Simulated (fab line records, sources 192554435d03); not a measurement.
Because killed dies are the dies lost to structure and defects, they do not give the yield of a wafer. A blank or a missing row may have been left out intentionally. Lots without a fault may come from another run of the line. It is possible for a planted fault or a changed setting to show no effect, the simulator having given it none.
Code-filled problem report in 8D (eight disciplines) form :: flow n5Finfet :: the parts of the form that need people (team, actions taken, sign-off) are left out

## 1. WHAT IS WRONG
Wafers without a fault read 26.0 s with a standard deviation of 1.1, while etchRfOnTimeS at N5_BEOL_M3_ETCH_69 averages 30.8 s across 2 wafers of 1 lot. Relative to the usual mean, that is a shift of +4.4 standard deviations.
The step: etches SiARC in CF4, target depth 15.6 nm, time 26 s.
First observed at day 12 16:25: wafer L303.2, on rieDiel-04. The record has a number at this step for 15 wafers belonging to 5 lots. Rule for "out" (also "out of limits"): further than 4 standard deviations from the usual mean. The rest of the wafers with a number are treated as sound.

## 2. WHAT THIS IS AND IS NOT
question: which readings at this step
is: etchRfOnTimeS
is not: drypumpMotorCurrentA, oesProductAu, rfVppV, throttleValvePct

question: which lots
is: L303
is not: L287, L290, L295, L298

question: which wafers of those lots
is: L303.2, L303.5
is not: L303.1

question: read on which tools
is: rieDiel-04
is not: rieDiel-02, rieDiel-06

question: when
is: from day 12 16:25
is not: up to then (13 sound wafers)

## 3. THE SUSPECTS, EACH WITH WHAT RULES IT OUT
Counting: any tool at a process step up to the reading remains a suspect provided it ran every lot that is out. Sound lots after the first of them don't rule it out here, since some wafers of a struck lot are sound.
- rieDiel-04 at N5_BEOL_M3_DESCUM_33 (chemistry O2, time 7 s): kept. The lot that is out, L303, ran on it at day 12 16:22; the last sound lot it ran before that was L295, at day 10 06:32.
- rieDiel-04 at N5_BEOL_M3_ETCH_77 (etches underlayer in N2/H2, target depth 6.5 nm, time 5.2 s): kept. The lot that is out, L303, ran on it at day 12 16:24; the last sound lot it ran before that was L295, at day 10 06:34.
- rieDiel-04 at N5_BEOL_M3_ETCH_69 (etches SiARC in CF4, target depth 15.6 nm, time 26 s): kept. The lot that is out, L303, ran on it at day 12 16:25; the last sound lot it ran before that was L295, at day 10 06:35. Its own readings are out on those wafers: etchRfOnTimeS.
- At N5_BEOL_M3_DESCUM_33 on rieDiel-04, chamber 1 took the sound wafers of the same lots and chamber 3 took the wafers that are out.
- At N5_BEOL_M3_ETCH_77 on rieDiel-04, chamber 1 took the sound wafers of the same lots and chamber 3 took the wafers that are out.
- At N5_BEOL_M3_ETCH_69 on rieDiel-04, chamber 1 took the sound wafers of the same lots and chamber 3 took the wafers that are out.
The count leaves rieDiel-04 at N5_BEOL_M3_DESCUM_33, rieDiel-04 at N5_BEOL_M3_ETCH_77, and rieDiel-04 at N5_BEOL_M3_ETCH_69.

## 4. THE CAUSE (what the simulator had put in)
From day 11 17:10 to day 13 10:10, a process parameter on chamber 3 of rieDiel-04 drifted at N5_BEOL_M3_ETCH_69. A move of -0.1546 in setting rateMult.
3 suspects survive the count, and this tool is in that group.

## 5. THE CHAIN OF EFFECTS, in route order
Each row: a reading whose mean over the struck wafers that have a number lies more than 3 standard deviations from the usual. Only readings for which the record gives a usual standard deviation are gone through. hours: the time from each lot's start at the first step in this table that gives one to its start at this step, as a median over the lots. sigmas: the change in usual standard deviations.
hours: 0
step: N5_BEOL_M3_ETCH_69
reading: etchRfOnTimeS
usual: 26.0 s
on struck wafers: 30.8
change: +4.8
sigmas: +4.4
Here are the process steps it includes:
- N5_BEOL_M3_ETCH_69: etches SiARC in CF4, target depth 15.6 nm, time 26 s.
Later steps that measure or inspect, where all struck wafers having a row at the step show a number for every such reading and not one has moved that far: N5_BEOL_M4_RC_MEAS_101.

## 6. WHAT WOULD HAVE CAUGHT IT SOONER
The fault began at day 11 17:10; the first out-of-limits reading in this record came at day 12 16:25, 23 hours later.
